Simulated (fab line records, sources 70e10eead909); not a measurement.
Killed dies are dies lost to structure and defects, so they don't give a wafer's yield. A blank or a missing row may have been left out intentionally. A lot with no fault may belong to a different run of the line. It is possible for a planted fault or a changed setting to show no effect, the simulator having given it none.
Matching of chambers ; flow nand harc ; NHARC_A_STAIRCASE_CMP_450 on cmp-04 has 4 sister chambers
The step polishes SiO2, target thk 200 nm. 14 wafers are shown with their chamber, then 7 later ones without.

== EACH WAFER AND ITS CHAMBER ==
wafer;chamber;motor current A (A);slurry filter dp kPa (kPa)
L077.1;3;11.7;13.35
L077.3;0;14.7;13.65
L077.6;0;15.7;13.46
L082.1;3;11.4;13.48
L082.2;1;13.9;13.58
L082.6;3;11.7;13.40
L084.2;3;11.2;13.27
L084.3;1;13.4;13.56
L084.5;2;11.3;13.47
L091.1;1;13.2;13.49
L091.2;0;15.4;13.48
L091.5;1;13.8;13.73
L093.1;0;15.8;13.53
L093.3;3;11.2;13.53

SIGNATURES (averages over the wafers above)
reading;chamber 0;chamber 1;chamber 2;chamber 3;scatter within a chamber
motor current A;15.400;13.575;11.300;11.440;0.363
slurry filter dp kPa;13.5300;13.5900;13.4700;13.4060;0.0974
Rule: for each reading, subtract the chamber's mean from the wafer's reading, divide by that reading's scatter and square the result; add these up over the readings and take the root, which gives the wafer's distance from the chamber. The wafer belongs to the nearest chamber; if the next one is less than 2 further off, it can't be placed. The scatter is the square root of a quotient: the sum, over the shown wafers, of each reading's squared deviation from its chamber's mean, divided by wafers minus chambers.

== WAFERS WITH NO CHAMBER GIVEN ==
wafer;motor current A (A);slurry filter dp kPa (kPa)
L093.6;11.1;13.38
L094.1;11.4;13.41
L094.4;14.1;13.29
L094.5;15.4;13.62
L096.2;11.6;13.63
L096.4;13.6;13.54
L096.6;11.4;13.45

== EACH ONE'S CHAMBER ==
wafer;from the rows above;in truth
L093.6;can't be placed: 3 or 2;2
L094.1;can't be placed: 3 or 2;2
L094.4;can't be placed: 1 or 0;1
L094.5;0;0
L096.2;can't be placed: 2 or 3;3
L096.4;1;1
L096.6;can't be placed: 2 or 3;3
2 of 7 placed correctly. From these rows, 5 cannot be placed; in 5 the true chamber is one of the candidates. Wrongly placed: 0.
